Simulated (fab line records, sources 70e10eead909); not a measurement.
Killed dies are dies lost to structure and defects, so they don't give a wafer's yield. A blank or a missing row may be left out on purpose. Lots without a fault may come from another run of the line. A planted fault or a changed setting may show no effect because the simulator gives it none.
Problem report in the 8D (eight disciplines) form, filled by code | flow nand_harc | the parts of the form that need people (team, actions taken, sign-off) are left out

1. THE PROBLEM
killed_dies at NHARC_END_SORT_01 reads a mean of 677 on 4 wafers of 3 lots; wafers without a fault read 31 with a standard deviation of 9.7. That is +67 standard deviations from the usual mean.
First seen on wafer L100.4, day 24 13:13, on prober-01. The record holds 8 wafers of 3 lots with a number at this step. Rule for "out", or "out of limits": more than 4 standard deviations from the usual mean. The other wafers with a number count as sound.

2. WHAT IT IS AND WHAT IT IS NOT
question                    | is                             | is not
which readings at this step | killed_dies, killed_at_array   | killed_at_other, killed_at_periphery, killed_open, killed_short
which lots                  | L100, L102, L997               | -
which wafers of those lots  | L100.4, L102.4, L997.4, L997.5 | L100.2, L102.1, L102.3, L997.3
read on which gauges        | prober-01, prober-02           | -
when                        | from day 24 13:13              | up to then (1 sound wafer); but 3 sound wafers of L102, L997 came after

3. SUSPECTS, AND WHAT RULES EACH OUT
Counting: a tool at a process step up to the reading stays a suspect if it ran every lot that is out. Sound lots after the first of them don't rule it out here, since some wafers of a struck lot are sound.
- the gauge at NHARC_END_SORT_01: ruled out. The wafers that are out were read on 2 gauges (prober-01, prober-02).
- ald_metal-02 at NHARC_A_WL_FILL_ALD_02 (deposits TiN, target thk 2 nm, pulse time 3 s, ald cycles 100): kept. It ran every lot that is out, first L100 (day 19 15:12).
Left after counting: ald_metal-02 at NHARC_A_WL_FILL_ALD_02.

4. THE CAUSE (what the simulator had put in)
Process parameter drift: ald_metal-02, from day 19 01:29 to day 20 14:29, at NHARC_A_WL_FILL_ALD_02. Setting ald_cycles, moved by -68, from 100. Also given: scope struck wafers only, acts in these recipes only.
Counting left only this tool.

5. THE CHAIN OF EFFECTS, in route order
Each row: a reading whose mean over the struck wafers that have a number lies more than 3 standard deviations from the usual. Only readings for which the record gives a usual standard deviation are gone through. hours: the time from each lot's start at the first step in this table that gives one to its start at this step, as a median over the lots. sigmas: the change in usual standard deviations.
hours | step              | reading         | usual | on struck wafers | change | sigmas
0     | NHARC_END_SORT_01 | killed_at_array | 27    | 674              | +647   | +65
0     | NHARC_END_SORT_01 | killed_dies     | 31    | 677              | +646   | +67

6. WHAT WOULD HAVE CAUGHT IT SOONER
In this record the first reading out of limits at a measuring or inspecting step was taken at day 24 13:13, 132 hours after the fault began at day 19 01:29.
Of the tool readings at NHARC_A_WL_FILL_ALD_02 for which the record gives a usual standard deviation, none was out on any struck wafer, so an alarm limit of 4 standard deviations on them would not have fired.
All the lots that are out (3) had begun NHARC_A_WL_FILL_ALD_02 on ald_metal-02 by day 24 13:13. A hold on the tool at that time would have spared none of them.
